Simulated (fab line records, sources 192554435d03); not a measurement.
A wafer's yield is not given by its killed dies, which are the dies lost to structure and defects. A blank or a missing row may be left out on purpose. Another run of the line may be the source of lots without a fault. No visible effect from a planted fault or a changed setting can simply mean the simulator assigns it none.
One fault seen from 2 desks ; flow n5-finfet ; numbers are kept per desk, each desk with only its own; the story behind them comes last

THE METROLOGY DESK
What the gauges read for every lot (on any tool): the sampled wafers with a number, averaged. The brackets show how far a lot's mean lies from the usual mean; more than 4 standard deviations puts the lot out of limits, marked OUT.
Columns: A = thk-nm at N5_FIN_SAQP_THK_MEAS_05, usual 38.2 nm; B = FIN_CORE_OVL at N5_FIN_SAQP_OVL_MEAS_17, usual 0.5 nm
lot;first seen here;A;B
L823;day 1 23:09;38.0;-0.7
L825;day 2 08:37;38.9;-0.2
L826;day 2 15:19;37.5;0.6
L831;day 3 21:19;38.6;0.7
L833;day 4 08:55;38.7;1.1
L834;day 4 15:01;37.8;-0.0
L836;day 5 03:02;38.1;1.6
L837;day 5 09:53;38.5;0.5
L840;day 6 04:20;38.8;-0.2
L843;day 6 21:35;38.7;0.2
Finding of this desk: none of the 10 lots has anything out of limits.

FOR THE TOOL OWNER'S DESK: pecvd-03
The tool's own readings at N5_FIN_SAQP_HM_DEP_03 (deposits SiNx from SiH4/NH3/N2, target thk 38 nm, time 33.6 s): means of the sampled wafers that have a number, for each lot that ran on this tool. The brackets show how far a lot's mean lies from the usual mean; more than 4 standard deviations puts the lot out of limits, marked OUT.
Columns: A = heater-power-w at N5_FIN_SAQP_HM_DEP_03, usual 711 W; B = showerhead-plenum-p-Torr at N5_FIN_SAQP_HM_DEP_03, usual 5.16 Torr; C = throttle-valve-pct at N5_FIN_SAQP_HM_DEP_03, usual 40.0 %
lot;first seen here;A;B;C
L825;day 2 08:29;662;5.18;39.7
L837;day 5 09:47;739;5.19;40.5
L840;day 6 04:14;777;5.18;40.7
L843;day 6 21:31;712;5.18;40.9
Finding of this desk: none of the 4 lots has anything out of limits.

BROUGHT TOGETHER
The metrology desk saw nothing out of limits.
Nothing out of limits was seen by the tool owner's desk.

WHAT THE SIMULATOR HAD PUT IN
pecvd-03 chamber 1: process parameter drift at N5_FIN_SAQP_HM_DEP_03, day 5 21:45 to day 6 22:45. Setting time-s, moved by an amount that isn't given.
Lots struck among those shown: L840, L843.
